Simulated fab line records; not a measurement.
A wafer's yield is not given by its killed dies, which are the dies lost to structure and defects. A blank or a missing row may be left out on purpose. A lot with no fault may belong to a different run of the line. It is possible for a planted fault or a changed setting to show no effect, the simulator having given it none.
Chamber matching    flow n5Finfet    N5_BEOL_M0_SAQP_PECVD_04 on pecvd-03: 3 sister chambers
The step deposits a-Si from SiH4/He, target thk 60 nm, time 60.2 s. 6 wafers are shown with their chamber, then 12 later ones without.

== WAFERS WITH THEIR CHAMBER ==
wafer   chamber  showerheadPlenumPTorr (Torr)  heaterPowerW (W)
L088.1  0        5.69                          550
L088.2  1        5.64                          706
L088.4  1        5.63                          715
L089.1  2        5.67                          597
L089.4  0        5.69                          551
L089.6  2        5.66                          604

== WAFERS MISSING THEIR CHAMBER ==
wafer   showerheadPlenumPTorr (Torr)  heaterPowerW (W)
L092.4  5.69                          562
L092.5  5.62                          720
L092.6  5.68                          565
L093.1  5.63                          762
L093.2  5.70                          536
L093.4  5.64                          782
L094.2  5.65                          705
L094.5  5.70                          503
L094.6  5.64                          732
L096.1  5.67                          533
L096.2  5.62                          765
L096.3  5.68                          580

== EACH ONE'S CHAMBER ==
wafer   from the rows above      in truth
L092.4  0                        0
L092.5  1                        1
L092.6  0                        0
L093.1  1                        1
L093.2  0                        0
L093.4  1                        1
L094.2  1                        1
L094.5  0                        0
L094.6  1                        1
L096.1  0                        0
L096.2  1                        1
L096.3  can't be placed: 2 or 0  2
Placed correctly: 11 of 12. Can't be placed from these rows: 1 (the true chamber is among the candidates in 1). Wrongly placed: 0.
How it was worked out, from the rows above alone: a wafer's distance from a chamber is the root of the sum, over the readings, of the square of ((its reading less the chamber's mean) divided by the reading's scatter). If the next closest chamber is less than 2 further off than the closest, the wafer can't be placed; otherwise it belongs to the closest. Each chamber's mean is taken over the wafers shown for it. How the scatter is found: for the shown wafers, subtract from each reading the mean of its chamber, square and add these, divide the total by (wafers less chambers), then take the root.
